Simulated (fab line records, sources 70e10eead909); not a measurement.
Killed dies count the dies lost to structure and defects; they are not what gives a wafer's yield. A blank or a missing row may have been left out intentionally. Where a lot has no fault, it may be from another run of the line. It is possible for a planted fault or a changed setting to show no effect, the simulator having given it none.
A lot that was struck, set against a sound lot / flow nandHarc / 14 steps out of a route of 1159
Sound: wafers L420.1, L420.4, L420.6. Wafers struck: L416.2, L416.3, L416.5. The cause is given at the end.
For every step that has rows: the tool of each side, followed by ch and its chambers, followed by its first start. Under that, the readings that differ: sound wafers / struck wafers / difference of the means / sigmas: that difference in standard deviations of wafers without a fault.
alike: readings whose means differ by less than 2 such deviations, and words and numbers that are the same on both sides. not compared: withheld readings, readings that some wafer has no value for, bounds like >300 that may hide the same value, and numbers for which the record gives no deviation and whose values overlap.
Wherever a step has rows on one side only, a row that says differs or no value, or a row with sigmas, the two part there. Numbers that don't overlap but have no deviation are shown without sigmas and don't part them. A reading missing from all wafers of one side parts the sides only when that side holds two or more wafers.

first, 2 steps without rows for these wafers: NHARC_P_BONDPAD_PRECLEAN_30 (cleans in DIW, time 300 s); NHARC_P_BONDPAD_SRD_31 (time 30 s, dry time 20 s).
NHARC_A_START_INSPECT_01:
  sound on defectInspect-01 at day 10 20:51; struck on defectInspect-02 at day 9 14:12
  alike: rawDefectCount
then, 9 steps without rows for these wafers: NHARC_A_ZERO_WELL_PRECLEAN_00 (cleans in SPM, time 600 s); NHARC_A_ZERO_WELL_SRD_01; NHARC_A_ZERO_WELL_DEHYDRATE_02 (time 120 s); NHARC_A_ZERO_WELL_HMDS_03 (time 30 s); NHARC_A_ZERO_WELL_COAT_18 (time 65 s); NHARC_A_ZERO_WELL_COAT_04 (resist thk 600 nm); NHARC_A_ZERO_WELL_SOFTBAKE_05 (time 70 s); NHARC_A_ZERO_WELL_EBR_06; NHARC_A_ZERO_WELL_EXPOSE_07 (exposes mask A ZERO).
NHARC_A_ZERO_WELL_PEB_08: peb time 80 s.
  sound on lithoTrack-07 ch 0, day 10 21:29; struck on lithoTrack-05, day 9 14:50
  no value came back on the struck wafers for chillPlateTempC (C), exhaustPa (Pa); on the sound wafers chillPlateTempC (C) reads 23.05 23.18 23.02
then, 1 step without rows for these wafers: NHARC_A_ZERO_WELL_DEVELOP_09 (time 50 s).

== WHERE THEY PART ==
Within this record, at NHARC_A_ZERO_WELL_PEB_08 only.

WHY: the cause the simulator had injected
At NHARC_A_ZERO_WELL_PEB_08, the step was skipped entirely on lithoTrack-05 from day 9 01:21 on. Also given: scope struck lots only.
